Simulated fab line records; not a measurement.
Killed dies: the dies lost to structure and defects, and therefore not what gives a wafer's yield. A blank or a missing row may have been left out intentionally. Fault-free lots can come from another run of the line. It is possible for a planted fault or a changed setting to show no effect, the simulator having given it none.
Matching of chambers    flow n5-finfet    cvd-co-01 running N5_BEOL_M3_PRE_CLEAN_60: 3 sister chambers
The step time 15 s. 3 wafers are shown with their chamber, then 12 later ones without.

== WAFERS WITH THEIR CHAMBER ==
wafer   chamber  heater-power-w (W)
L079.3  0        64
L091.2  2        87
L091.4  1        101

== WAFERS WITHOUT THEIR CHAMBER ==
wafer   heater-power-w (W)
L090.2  100
L090.4  85
L090.5  64
L097.1  102
L097.2  88
L097.4  102
L095.2  102
L095.3  101
L095.5  101
L096.2  87
L096.3  101
L096.4  87

== CHAMBER TAKEN BY EACH ==
wafer   from the rows above  in truth
L090.2  1                    1
L090.4  2                    2
L090.5  0                    0
L097.1  1                    1
L097.2  2                    2
L097.4  1                    1
L095.2  1                    1
L095.3  1                    1
L095.5  1                    1
L096.2  2                    2
L096.3  1                    1
L096.4  2                    2
Correct placement for 12 of the 12. Not placeable from these rows: 0. Placed wrongly: 0.
How it was worked out, from the rows above alone: a wafer's distance from a chamber is the root of the sum, over the readings, of the square of ((its reading less the chamber's mean) divided by the reading's scatter). The wafer belongs to the nearest chamber; if the next one is less than 2 further off, it can't be placed. A chamber's mean is the mean of its shown wafers. The scatter: root of mean squared gap, hidden wafer to nearest shown wafer, with one shown wafer a chamber.
